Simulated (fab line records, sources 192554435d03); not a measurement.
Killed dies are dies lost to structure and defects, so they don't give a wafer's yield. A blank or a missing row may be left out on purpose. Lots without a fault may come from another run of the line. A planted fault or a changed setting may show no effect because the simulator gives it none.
Chamber matching | flow n5_finfet | N5_PMOS_HMC_CHANNEL_EPI_ETCH_32 on rie_diel-02: 4 sister chambers
The step etches BARC in N2/H2, stops on SiO2, target depth 85.8 nm, time 50.3 s. 4 wafers are shown with their chamber, then 10 later ones without.

WAFERS WITH THEIR CHAMBER
wafer  | chamber | showerhead_plenum_p_Torr (Torr)
L089.4 | 3       | 2.59
L090.6 | 1       | 2.55
L091.3 | 0       | 2.66
L091.4 | 2       | 2.44

WAFERS WITHOUT THEIR CHAMBER
wafer  | showerhead_plenum_p_Torr (Torr)
L091.6 | 2.55
L093.4 | 2.66
L093.5 | 2.43
L093.6 | 2.59
L096.2 | 2.59
L096.4 | 2.43
L096.5 | 2.43
L097.2 | 2.54
L097.5 | 2.65
L097.6 | 2.43

WHICH CHAMBER EACH WENT THROUGH
wafer  | from the rows above | in truth
L091.6 | 1                   | 1
L093.4 | 0                   | 0
L093.5 | 2                   | 2
L093.6 | 3                   | 3
L096.2 | 3                   | 3
L096.4 | 2                   | 2
L096.5 | 2                   | 2
L097.2 | 1                   | 1
L097.5 | 0                   | 0
L097.6 | 2                   | 2
Placed correctly: 10 of 10. Can't be placed from these rows: 0. Placed wrongly: 0.
How it was worked out, from the rows above alone: a wafer's distance from a chamber is the root of the sum, over the readings, of the square of ((its reading less the chamber's mean) divided by the reading's scatter). The wafer belongs to the nearest chamber; if the next one is less than 2 further off, it can't be placed. A chamber's mean is the mean of its shown wafers. The scatter: with one shown wafer a chamber, the root of the mean of the squares of how far each hidden wafer lies from its nearest shown one.
